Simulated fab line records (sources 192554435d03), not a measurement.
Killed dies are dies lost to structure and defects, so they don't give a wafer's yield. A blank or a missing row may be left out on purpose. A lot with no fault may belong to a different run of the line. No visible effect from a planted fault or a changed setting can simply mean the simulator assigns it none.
fab line records | flow n5-finfet
record: lots: 11 wafers: 31 last-day: 19
route steps=1938 shown MOL_CONTACT_COAG@527
lots untouched by any fault: they come from a run of this same line in which no faults occurred
start-h: hours from the record's first day to the start of the lot's first wafer shown | wait-h: how many hours have passed since the lot's step before this one | " repeats the value in the row above | L1.1+2: a row that stands for several wafers | - no value present, or no start provided | * or withheld: withheld | < > ~ a bound
route shown NAME@n: a module of which the file shows steps, and the number in the route of the first | usual: mean and standard deviation over wafers with no fault | same: alike in all rows | chamber/n: place in a boat | sites: the reading at each site | _std_site: how widely they spread, as a standard deviation | _edge_site: the outer-site mean with the inner-site mean subtracted | radius-mm: how far each site lies from the wafer's centre | mask NAME#n: copy n | behind: the most recent tool/chamber to have shaped the wafer | hold: what put the lot on hold/how long, in hours/how the hold closed | device: the transistor (n, p or np) that didn't switch | end of line: tests run on the same wafers once the route is complete | where a step has no rows: the recipe by itself | killed: the dies lost at the first sort to structure and to defects; this is not the yield of the wafer | map: dies across one wafer; x = killed, . = not, _ = none there
set.NAME: setting as actually run; set.NAME@STEP: the setting as run at that earlier step | model.NAME: the simulator's own value behind a step, which no gauge read
steps of the route over a sample of lots; a table a step, a row a wafer
services: a tool's chamber out of use, with start hour (start-h, from the record's first day; less than 0 if before it), hours out, and reason
== steps ==
step: N5_MOL_CONTACT_COAG_OVL_MEAS_09
recipe: points-per-wafer: 522
usual: CA_OVL: -0.1/0.65
same: points-per-wafer: 522
columns lot.wafer tool chamber start-h wait-h CA_OVL[nm]
L483.1 overlay-02 0 111.48 0.0 0.9
L483.2 " 0 " " 1.2
L483.6 " 0 " " 0.9
L486.2 overlay-01 0 132.84 0.0 -0.4
L486.3 " 0 " " -0.5
L486.5 " 0 " " 0.0
L487.2 overlay-02 0 142.60 0.0 -0.2
L487.5 " 0 " " -0.1
L487.6 " 0 " " 0.5
L488.1 overlay-02 0 148.48 0.0 0.4
L488.2 " 0 " " 0.1
L489.1 overlay-01 0 159.41 0.0 -0.6
L489.3 " 0 " " -0.3
L489.6 " 0 " " -0.8
L490.1 overlay-02 0 166.21 0.0 0.2
L490.2 " 0 " " -0.1
L490.6 " 0 " " -0.5
L498.1 overlay-01 0 205.40 0.0 0.2
L498.4 " 0 " " -0.4
L498.5 " 0 " " 0.5
L499.2 overlay-01 0 213.25 0.0 0.9
L499.5 " 0 " " 0.2
L499.6 " 0 " " 0.7
L500.1 overlay-02 0 213.51 0.0 0.4
L500.3 " 0 " " 0.4
L500.4 " 0 " " 0.7
L501.4 overlay-01 0 223.35 0.0 0.2
L501.5 " 0 " " 0.3
L502.1 overlay-01 0 229.71 0.0 0.1
L502.2 " 0 " " 0.0
L502.5 " 0 " " -1.4
step: N5_MOL_CONTACT_COAG_DESCUM_13
recipe: chemistry: O2 time-s: 7 source-power-w: 50 bias-power-w: 20 pressure-mtorr: 20 rf-frequency-hz: 2.712e+07 temp-c: 40 resist: CAR-EUV o2-flow-sccm: 225
usual: bias-power-w: 20.00/0.057 drypump-motor-current-A: 5.9/0.43 oes-product-au: 0.79/0.073 rf-vpp-V: 243.3/1.2 showerhead-plenum-p-Torr: 2.10/0.062 throttle-valve-pct: 20.4/0.33
columns lot.wafer tool chamber start-h wait-h bias-power-w drypump-motor-current-A oes-product-au rf-hours-counter-h rf-vpp-V showerhead-plenum-p-Torr throttle-valve-pct
L483.1 rie-diel-03 0 111.82 0.3 19.89 6.1 0.74 150 244.3 2.13 21.0
L483.2 " 3 " " 20.11 6.3 0.89 54 242.9 2.02 19.9
L483.6 " 0 " " 19.88 6.1 0.74 - 244.2 2.13 21.0
L486.2 rie-diel-01 1 133.33 0.4 20.00 6.0 0.73 155 241.1 1.99 20.2
L486.3 " 3 " " 19.94 6.2 0.72 211 242.0 2.09 20.9
L486.5 " 1 " " 19.87 6.0 0.73 - 242.4 1.99 20.3
L487.2 rie-diel-03 3 142.69 0.0 20.05 6.3 0.88 66 241.2 2.02 19.9
L487.5 " 0 " " 19.89 6.1 0.73 - 242.3 2.12 21.0
L487.6 " 3 " " 20.03 6.3 0.88 - 241.2 2.02 19.9
L488.1 rie-diel-06 1 149.12 0.6 19.99 6.5 0.72 227 244.3 2.12 20.5
L488.2 " 3 " " 19.96 5.3 0.85 26 244.1 2.14 20.4
L489.1 rie-diel-06 3 159.50 0.0 20.04 5.3 0.85 30 244.9 2.14 20.4
L489.3 " 2 " " 20.03 5.4 0.74 186 242.2 2.08 20.3
L489.6 " 3 " " 19.99 5.3 0.84 - 242.6 2.14 20.4
L490.1 rie-diel-06 3 166.30 0.0 19.99 5.3 0.85 31 244.8 2.14 20.4
L490.2 " 1 " " 19.99 6.5 0.71 233 243.2 2.12 20.5
L490.6 " 3 " " 20.02 5.3 0.86 - 244.0 2.14 20.4
L498.1 rie-diel-03 0 205.50 0.0 20.02 6.1 0.71 182 242.6 2.12 21.0
L498.4 " 3 " " 19.95 6.3 0.83 86 242.5 2.01 19.9
L498.5 " 1 " " 20.01 5.5 0.81 - 243.2 2.12 20.6
L499.2 rie-diel-06 2 213.33 0.0 19.98 5.4 0.73 203 243.5 2.07 20.3
L499.5 " 3 " " 19.95 5.3 0.83 - 243.4 2.13 20.5
L499.6 " 0 " " 19.93 5.8 0.80 - 246.4 2.20 20.5
L500.1 rie-diel-06 0 213.70 0.1 20.08 5.7 0.79 131 244.7 2.20 20.5
L500.3 " 3 " " 20.01 5.3 0.82 47 244.9 2.13 20.4
L500.4 " 1 " " 20.01 6.5 0.69 248 243.5 2.12 20.5
L501.4 rie-diel-01 3 223.42 0.0 19.92 6.1 0.69 240 242.2 2.08 21.0
L501.5 " 0 " " 19.87 6.5 0.76 - 245.1 2.18 20.6
L502.1 rie-diel-03 3 229.89 0.1 20.11 6.3 0.83 93 243.1 2.01 19.9
L502.2 " 1 " " 19.93 5.5 0.80 89 245.2 2.12 20.6
L502.5 " 3 " " 20.03 6.3 0.83 - 241.0 2.01 19.9
step: N5_MOL_CONTACT_COAG_ETCH_59
recipe: chemistry: N2/H2 target: underlayer target-depth-a: 130 mask-material: CAR-EUV time-s: 10.4 ion-energy-ev: 200 pressure-mtorr: 30 source-w: 840 bias-w: 150 n2-flow-sccm: 200 h2-flow-sccm: 200 ends: cleared
usual: drypump-motor-current-A: 5.9/0.43 etch-rf-on-time-s: 10.6/0.37 oes-product-au: 0.66/0.058 rf-vpp-V: 524.2/2 showerhead-plenum-p-Torr: 2.55/0.07 throttle-valve-pct: 17.82/0.23
columns lot.wafer tool chamber start-h wait-h drypump-motor-current-A etch-rf-on-time-s oes-product-au rf-hours-counter-h rf-vpp-V showerhead-plenum-p-Torr throttle-valve-pct
L483.1 rie-diel-03 0 111.85 0.0 6.1 10.1 0.64 150 522.9 2.51 17.93
L483.2 " 3 " " 6.3 10.4 0.74 54 523.7 2.47 17.39
L483.6 " 0 " " 6.1 10.0 0.64 - 525.2 2.51 17.92
L486.2 rie-diel-01 1 133.37 0.0 5.9 10.5 0.62 155 520.7 2.41 17.61
L486.3 " 3 " " 6.2 9.5 0.64 211 523.6 2.52 18.23
L486.5 " 1 " " 5.9 10.5 0.63 - 520.6 2.41 17.60
L487.2 rie-diel-03 3 142.72 0.0 6.3 10.4 0.72 66 522.6 2.47 17.41
L487.5 " 0 " " 6.1 10.1 0.62 - 523.8 2.50 17.93
L487.6 " 3 " " 6.3 10.5 0.72 - 522.5 2.47 17.39
L488.1 rie-diel-06 1 149.16 0.0 6.5 10.7 0.60 227 525.8 2.62 18.19
L488.2 " 3 " " 5.3 10.9 0.73 26 525.0 2.59 17.70
L489.1 rie-diel-06 3 159.53 0.0 5.3 10.9 0.72 30 527.5 2.59 17.74
L489.3 " 2 " " 5.4 10.9 0.62 186 521.9 2.54 17.79
L489.6 " 3 " " 5.3 11.0 0.72 - 524.7 2.58 17.72
L490.1 rie-diel-06 3 166.34 0.0 5.3 10.9 0.72 31 525.4 2.58 17.72
L490.2 " 1 " " 6.5 10.7 0.59 233 525.4 2.62 18.21
L490.6 " 3 " " 5.3 10.9 0.72 - 525.0 2.59 17.70
L498.1 rie-diel-03 0 205.53 0.0 6.1 10.1 0.60 182 523.3 2.50 18.00
L498.4 " 3 " " 6.3 10.7 0.70 86 521.6 2.46 17.43
L498.5 " 1 " " 5.5 10.6 0.69 - 525.6 2.58 18.01
L499.2 rie-diel-06 2 213.37 0.0 5.4 10.9 0.61 203 522.3 2.53 17.83
L499.5 " 3 " " 5.3 11.0 0.70 - 525.2 2.58 17.74
L499.6 " 0 " " 5.7 10.2 0.67 - 527.1 2.64 17.69
L500.1 rie-diel-06 0 213.74 0.0 5.7 10.2 0.66 131 527.2 2.64 17.71
L500.3 " 3 " " 5.3 11.0 0.69 47 524.8 2.58 17.75
L500.4 " 1 " " 6.5 10.8 0.59 248 525.1 2.61 18.25
L501.4 rie-diel-01 3 223.45 0.0 6.1 9.9 0.62 240 523.2 2.50 18.25
L501.5 " 0 " " 6.5 11.2 0.63 - 526.1 2.64 17.99
L502.1 rie-diel-03 3 229.92 0.0 6.3 10.6 0.69 93 519.8 2.46 17.44
L502.2 " 1 " " 5.5 10.7 0.68 89 524.3 2.58 18.01
L502.5 " 3 " " 6.3 10.6 0.69 - 519.9 2.46 17.45
step: N5_MOL_CONTACT_COAG_ANNEAL_113
recipe: temp-c: 400 time-s: 300 ambient: H2/N2
usual: anneal-temp-c: 400.00/0.22 anneal-temp-c-max: 401.8/0.4 lamp-power-pct: 2.764/0.015 lamp_zone_1_pct: 2.764/0.015 lamp_zone_4_pct: 2.765/0.015 wafer_temp_C_max: 401.9/0.65
columns lot.wafer tool chamber start-h wait-h anneal-temp-c anneal-temp-c-max lamp-power-pct lamp_zone_1_pct lamp_zone_4_pct wafer_temp_C_max
L483.1 rtp-anneal-01 0 115.84 0.6 399.94 402.1 2.753 2.742 2.744 401.1
L483.2 " 0 " " 400.10 402.5 2.747 2.747 2.747 401.3
L483.6 " 0 " " 400.14 402.5 2.748 2.746 2.745 401.2
L486.2 rtp-anneal-02 0 136.22 0.5 399.77 401.2 2.776 2.773 2.777 403.2
L486.3 " 0 " " 399.66 401.1 2.779 2.777 2.777 401.6
L486.5 " 0 " " 399.53 401.3 2.776 2.773 2.776 403.2
L487.2 rtp-anneal-01 0 145.87 0.5 400.09 401.9 2.745 2.744 2.748 401.8
L487.5 " 0 " " 399.87 401.7 2.751 2.750 2.746 401.5
L487.6 " 0 " " 400.09 402.2 2.747 2.742 2.749 401.3
L488.1 rtp-anneal-02 0 152.26 0.3 400.12 401.6 2.778 2.780 2.779 402.4
L488.2 " 0 " " 400.16 401.6 2.780 2.773 2.775 402.3
L489.1 rtp-anneal-01 - 162.93 0.3 - - - - - -
L489.3 " - " " - - - - - -
L489.6 " - " " - - - - - -
L490.1 rtp-anneal-02 - 170.68 0.3 - - - - - -
L490.2 " - " " - - - - - -
L490.6 " - " " - - - - - -
L498.1 rtp-anneal-01 0 211.76 0.3 400.28 402.6 2.748 2.747 2.752 401.7
L498.4 " 0 " " 400.18 402.9 2.748 2.750 2.749 401.1
L498.5 " 0 " " 399.59 401.9 2.747 2.748 2.749 401.2
L499.2 rtp-anneal-01 0 216.02 0.5 400.51 402.8 2.749 2.748 2.750 401.4
L499.5 " 0 " " 400.18 402.2 2.742 2.742 2.746 401.3
L499.6 " 0 " " 400.35 402.4 2.743 2.750 2.743 401.1
L500.1 rtp-anneal-02 0 218.55 0.3 400.05 402.1 2.776 2.781 2.779 401.8
L500.3 " 0 " " 399.94 401.4 2.778 2.776 2.776 402.9
L500.4 " 0 " " 399.80 401.4 2.779 2.777 2.772 402.4
L501.4 rtp-anneal-01 0 227.67 0.5 400.14 403.0 2.747 2.745 2.750 401.4
L501.5 " 0 " " 399.97 401.6 2.745 2.744 2.752 401.7
L502.1 rtp-anneal-02 0 233.14 0.3 400.22 402.5 2.781 2.774 2.777 402.2
L502.2 " 0 " " 400.08 401.7 2.776 2.781 2.778 402.4
L502.5 " 0 " " 400.39 402.6 2.779 2.773 2.774 401.5
== services ==
columns tool chamber start-h hours kind
rie-diel-03 1 92.41 36.0 repair
rie-diel-06 1 220.53 - clean
rie-diel-06 1 220.53 - consumable-replace:focus-ring
rie-diel-06 1 220.53 20.2 scheduled-down
rie-diel-06 1 220.53 20.2 vent-cycle
rtp-anneal-02 - 220.97 2.9 pm
rie-diel-03 - 222.26 2.8 pm
== key ==
first-sign: step: N5_MOL_CONTACT_COAG_ANNEAL_113 reading: tool-record direction: missing
effect none on later readings
met-at N5_MOL_CONTACT_COAG_ANNEAL_113
struck-lots L489,L490
tester-left-out L489,L490
not-acting-at N5_MOL_CONTACT_COAG_OVL_MEAS_09,N5_MOL_CONTACT_COAG_DESCUM_13,N5_MOL_CONTACT_COAG_ETCH_59
onset-between 152.26 162.93
fault: kind: skipped-step-whole tool: rtp-anneal-01,rtp-anneal-02 chamber: - onset-h: 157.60 steps: N5_MOL_CONTACT_COAG_ANNEAL_113 scope: struck-lots-only
tester-left-out: of these lots the tester's yield and bins aren't shown, on N5 and GAA mostly nor the transistor test; their killed dies are dies lost to structure and defects alone, not to doping, threshold or leakage, so they don't give the yield
